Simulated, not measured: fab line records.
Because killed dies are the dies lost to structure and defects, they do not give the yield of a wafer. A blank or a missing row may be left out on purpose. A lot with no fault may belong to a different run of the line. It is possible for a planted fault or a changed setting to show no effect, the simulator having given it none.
The tool behind it: which one? | flow nand harc | 33 wafers from 11 lots sampled at 5 of the route's 1302 steps

WHAT THE GAUGES READ, wafer by wafer
NHARC_END_SORT_01.
lot  | measured     | on        | defect limited yield (%) | killed at array | killed at other | killed at periphery | killed dies | killed open | killed short | sort_bin_2_pct (%) | sort_bin_3_pct (%) | sort_bin_4_pct (%) | sort n pass | sort rim yield pct (%) | sort yield pct (%)
L550 | day 30 13:50 | prober-01 | 92.6 84.3 94.4           | 46 104 36       | 2 0 0           | 2 2 2               | 50 106 38   | 1 1 4       | 3 4 0        | 2.5 6.4 1.6        | 0.3 2.8 0.3        | 4.6 6.5 3.7        | 627 571 639 | 99 92 88               | 92.6 84.3 94.4

TOOL THAT RAN EACH LOT (tool first, then ch and the chambers of the sampled wafers, then the start)
lot  | NHARC_A_M1_ETCH_15                 | NHARC_THIN_TSV_ETCH_44             | NHARC_THIN_TSV_DEP_47           | NHARC_THIN_TSV_ANNEAL_52
L536 | rie diel-01 ch 0,1,2, day 22 22:01 | rie diel-03 ch 0,3, day 23 17:40   | pecvd-04 ch 0,1,2, day 23 19:14 | rtp anneal-02 ch 0, day 23 21:22
L537 | rie diel-01 ch 0,1,3, day 23 14:17 | rie diel-11 ch 0,2,3, day 25 03:56 | pecvd-02 ch 0,1, day 25 05:31   | rtp anneal-02 ch 0, day 25 07:40
L539 | rie diel-01 ch 0,3, day 23 20:35   | rie diel-08 ch 0,2, day 25 06:14   | pecvd-04 ch 0,2, day 25 07:52   | rtp anneal-02 ch 0, day 25 10:01
L541 | rie diel-02 ch 0,1,2, day 24 11:23 | rie diel-08 ch 0,2,3, day 25 07:40 | pecvd-04 ch 0,1,2, day 25 09:11 | rtp anneal-01 ch 0, day 25 11:18
L538 | rie diel-02 ch 0,1,2, day 24 17:37 | rie diel-11 ch 0,2,3, day 25 13:10 | pecvd-04 ch 0,1,2, day 25 14:46 | rtp anneal-01 ch 0, day 25 16:53
L542 | rie diel-01 ch 0,1,2, day 25 00:50 | rie diel-11 ch 0,2, day 25 20:23   | pecvd-04 ch 0,1, day 25 22:10   | rtp anneal-01 ch 0, day 26 00:19
L544 | rie diel-02 ch 0,1, day 26 00:10   | rie diel-11 ch 0,3, day 26 20:59   | pecvd-02 ch 0,1,2, day 26 22:39 | rtp anneal-02 ch 0, day 27 00:47
L545 | rie diel-02 ch 0,2, day 26 23:21   | rie diel-08 ch 0,3, day 27 18:54   | pecvd-03 ch 0,2, day 27 20:39   | rtp anneal-01 ch 0, day 27 22:46
L550 | rie diel-02 ch 0,1,3, day 29 03:51 | rie diel-03 ch 0,2,3, day 29 23:00 | pecvd-02 ch 0,1,2, day 30 00:32 | rtp anneal-01 ch 0, day 30 02:44
L557 | rie diel-01 ch 1,2,3, day 31 02:50 | rie diel-11 ch 0,2, day 32 02:46   | pecvd-04 ch 0,1,2, day 32 04:20 | rtp anneal-01 ch 0, day 32 06:27
L559 | rie diel-01 ch 0,1,2, day 32 08:38 | rie diel-11 ch 1,3, day 33 04:12   | pecvd-03 ch 0,2, day 33 05:58   | rtp anneal-02 ch 0, day 33 08:02
- NHARC_A_M1_ETCH_15: etches the open film in C4F8/Ar, target depth 182.5 nm, time 91.2 s.
- NHARC_THIN_TSV_ETCH_44: etches the open film in CF4/O2, target depth 1594.2 nm, time 797.1 s.
- NHARC_THIN_TSV_DEP_47: deposits SiO2, target thk 200 nm.
- NHARC_THIN_TSV_ANNEAL_52: time 90 s.

WHAT THE TOOLS THEMSELVES READ (means of the sampled wafers that have a number; where no wafer has one, the mark that the record gives instead)
NHARC_A_M1_ETCH_15.
lot  | tool        | oes product au (a.u.) | rf vpp V (V)
L536 | rie diel-01 | 0.966                 | 440.1
L537 | rie diel-01 | 0.948                 | 441.2
L539 | rie diel-01 | 0.958                 | 442.8
L541 | rie diel-02 | 0.965                 | 439.7
L538 | rie diel-02 | 0.938                 | 440.0
L542 | rie diel-01 | 0.971                 | 439.4
L544 | rie diel-02 | 0.977                 | 441.0
L545 | rie diel-02 | 0.972                 | 441.1
L550 | rie diel-02 | 0.969                 | 440.6
L557 | rie diel-01 | 0.964                 | 441.7
L559 | rie diel-01 | 0.967                 | 440.4

NHARC_THIN_TSV_ETCH_44.
lot  | tool        | drypump motor current A (A) | mfc ar sccm (sccm) | oes product au (a.u.) | rf vpp V (V) | showerhead plenum p Torr (Torr) | throttle valve pct (%)
L536 | rie diel-03 | 5.4                         | 0.026              | 0.991                 | 790          | 1.78                            | 16.913
L537 | rie diel-11 | 5.9                         | 0.014              | 1.010                 | 793          | 1.81                            | 16.915
L539 | rie diel-08 | 5.6                         | 0.005              | 1.002                 | 797          | 1.88                            | 16.913
L541 | rie diel-08 | 5.5                         | 0.016              | 1.002                 | 796          | 1.88                            | 16.917
L538 | rie diel-11 | 5.8                         | 0.014              | 1.010                 | 792          | 1.80                            | 16.919
L542 | rie diel-11 | 6.0                         | 0.000              | 1.009                 | 790          | 1.76                            | 16.912
L544 | rie diel-11 | 5.6                         | 0.014              | 0.996                 | 794          | 1.83                            | 16.916
L545 | rie diel-08 | 5.3                         | 0.026              | 0.991                 | 797          | 1.87                            | 16.920
L550 | rie diel-03 | 5.8                         | 0.018              | 1.000                 | 794          | 1.83                            | 16.916
L557 | rie diel-11 | 6.0                         | 0.000              | 1.002                 | 790          | 1.75                            | 16.912
L559 | rie diel-11 | 5.5                         | 0.029              | 0.995                 | 797          | 1.86                            | 16.919

NHARC_THIN_TSV_DEP_47.
lot  | tool     | throttle valve pct (%)
L536 | pecvd-04 | 15.7
L537 | pecvd-02 | 16.8
L539 | pecvd-04 | 15.8
L541 | pecvd-04 | 15.8
L538 | pecvd-04 | 15.7
L542 | pecvd-04 | 15.8
L544 | pecvd-02 | 16.1
L545 | pecvd-03 | 16.1
L550 | pecvd-02 | 16.4
L557 | pecvd-04 | 15.7
L559 | pecvd-03 | 16.5

NHARC_THIN_TSV_ANNEAL_52.
lot  | tool          | wafer_temp_C_max
L536 | rtp anneal-02 | 225.91
L537 | rtp anneal-02 | 225.91
L539 | rtp anneal-02 | 225.68
L541 | rtp anneal-01 | 226.05
L538 | rtp anneal-01 | 226.07
L542 | rtp anneal-01 | 225.97
L544 | rtp anneal-02 | 226.17
L545 | rtp anneal-01 | 226.14
L550 | rtp anneal-01 | 225.98
L557 | rtp anneal-01 | 226.02
L559 | rtp anneal-02 | 225.79

THE ANSWER, worked out from the rows above alone
Rule: the lots themselves supply what counts as usual. The widest of any qualifying gaps counts: lots, ordered by their means at a reading, are off when they make up no more than a third of the lots, leave a main group of 4 or more, and stand apart from it by 3 or more times the standard deviation of that group's means. If all means in a main group match to the digits the tables above print for the reading, that group is not used. A lot without any number at a reading at which 4 lots or more have one is off too. All remaining lots with rows at the step are treated as sound. After the gauges, taken in route order, come the tools' own readings; for these a lot's mean is taken, as printed above. At the first step where some lot is off, the reading lying furthest off is the one used; lots without a number count as furthest.
No lot is off at any reading shown: from this, nothing can be told.

WHAT THE SIMULATOR HAD PUT IN
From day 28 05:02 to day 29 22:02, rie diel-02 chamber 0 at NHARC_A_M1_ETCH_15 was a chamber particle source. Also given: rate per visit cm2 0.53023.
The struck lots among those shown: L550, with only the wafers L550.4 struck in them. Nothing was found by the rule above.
